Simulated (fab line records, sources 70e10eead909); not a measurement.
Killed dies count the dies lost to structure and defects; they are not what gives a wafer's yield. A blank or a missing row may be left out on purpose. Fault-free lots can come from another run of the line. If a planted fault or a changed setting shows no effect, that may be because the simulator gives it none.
Commonality check across tools    flow nand_harc    18 wafers sampled across 6 lots

WHY IT WAS OPENED
Flagged at NHARC_END_SORT_01: reading killed_at_array, on 3 of 6 lots. Wafers without a fault read 55, standard deviation 17.
Rule: a lot is flagged in two cases, either no wafer of it has a number, or all its wafers with numbers fall more than 4 standard deviations from that mean. As for the other lots, they are considered sound.

lot   measured      on         killed_at_array, wafer by wafer  flag
L394  day 28 11:44  prober-01  675 667 674                      FLAGGED
L396  day 28 11:47  prober-02  668 666 669                      FLAGGED
L398  day 28 19:31  prober-02  668 669 673                      FLAGGED
L404  day 30 15:14  prober-01  63 86 78                         
L405  day 31 16:08  prober-02  39 32 40                         
L408  day 32 20:26  prober-01  65 47 63                         
The mean of the flagged lots' numbers is 670, +615 from the usual (+36 standard deviations).

TOOL THAT RAN EACH LOT
The record holds 4 process steps before the reading, out of a route of 1302 steps. Every cell lists first the tool, next ch and the chambers used by the sampled wafers, and last the start.
lot   flag     NHARC_A_CONTACT_ETCH_128              NHARC_A_CONTACT_ETCH_106            NHARC_A_CONTACT_STRIP_82                       NHARC_A_CONTACT_DEP_85
L394  FLAGGED  har_cap_etch-02 ch 0,1, day 25 23:38  rie_diel-09 ch 0,2,3, day 26 01:49  rie_diel-09 ch 0,1,2, day 26 07:39 or earlier  pecvd-01 ch 0,2, day 26 07:39
L396  FLAGGED  har_cap_etch-01 ch 0,1, day 26 05:01  rie_diel-08 ch 0,3, day 26 07:13    rie_diel-08 ch 2,3, day 26 09:41 or earlier    pecvd-04 ch 1,2, day 26 09:41
L398  FLAGGED  har_cap_etch-03 ch 0,1, day 26 08:34  rie_diel-09 ch 0,2,3, day 26 10:43  rie_diel-09 ch 0,1, day 26 13:10 or earlier    pecvd-01 ch 0,1, day 26 13:10
L404           har_cap_etch-03 ch 0,1, day 28 07:01  rie_diel-11 ch 0,1,3, day 28 09:13  rie_diel-11 ch 0,2,3, day 28 12:29 or earlier  pecvd-01 ch 0,1,2, day 28 12:29
L405           har_cap_etch-03 ch 0,1, day 29 02:17  rie_diel-11 ch 0,2,3, day 29 04:29  rie_diel-11 ch 0,1,3, day 29 09:23 or earlier  pecvd-03 ch 0,1, day 29 09:23
L408           har_cap_etch-02 ch 0,1, day 30 02:59  rie_diel-09 ch 0,1,3, day 30 05:07  rie_diel-09 ch 1,2,3, day 30 08:01 or earlier  pecvd-01 ch 0,2, day 30 08:01
These steps, and what they do:
- NHARC_A_CONTACT_ETCH_128: etches the open film in C4F8/O2/Ar, time 197 s, target depth 1918 nm.
- NHARC_A_CONTACT_ETCH_106: etches the open film in CF4/O2, target depth 90 nm, overetch 9 nm, time 49.5 s.
- NHARC_A_CONTACT_STRIP_82: strips in O2.
- NHARC_A_CONTACT_DEP_85: deposits SiON, target thk 60 nm.
- NHARC_END_SORT_01

FLAGGED AGAINST TOTAL, ONE TOOL AT A TIME (gauges that did the reading follow at the end)
step                      tool             lots run  flagged  share of the flagged lots  sound lots run after its first flagged lot
NHARC_A_CONTACT_ETCH_128  har_cap_etch-01  1         1        some                       0
NHARC_A_CONTACT_ETCH_128  har_cap_etch-02  2         1        some                       1 (L408)
NHARC_A_CONTACT_ETCH_128  har_cap_etch-03  3         1        some                       2 (L404,L405)
NHARC_A_CONTACT_ETCH_106  rie_diel-08      1         1        some                       0
NHARC_A_CONTACT_ETCH_106  rie_diel-09      3         2        some                       1 (L408)
NHARC_A_CONTACT_ETCH_106  rie_diel-11      2         0        none                       -
NHARC_A_CONTACT_STRIP_82  rie_diel-08      1         1        some                       0
NHARC_A_CONTACT_STRIP_82  rie_diel-09      3         2        some                       1 (L408)
NHARC_A_CONTACT_STRIP_82  rie_diel-11      2         0        none                       -
NHARC_A_CONTACT_DEP_85    pecvd-01         4         2        some                       2 (L404,L408)
NHARC_A_CONTACT_DEP_85    pecvd-03         1         0        none                       -
NHARC_A_CONTACT_DEP_85    pecvd-04         1         1        some                       0
NHARC_END_SORT_01         prober-01        3         1        some                       2 (L404,L408)
NHARC_END_SORT_01         prober-02        3         2        some                       1 (L405)
With no start given for some of its lots, NHARC_A_CONTACT_STRIP_82 uses the hours and lot order of NHARC_A_CONTACT_DEP_85.

WHAT THE TABLE ALLOWS
No row of the table ran every flagged lot.

WHAT HAD BEEN PUT IN BY THE SIMULATOR
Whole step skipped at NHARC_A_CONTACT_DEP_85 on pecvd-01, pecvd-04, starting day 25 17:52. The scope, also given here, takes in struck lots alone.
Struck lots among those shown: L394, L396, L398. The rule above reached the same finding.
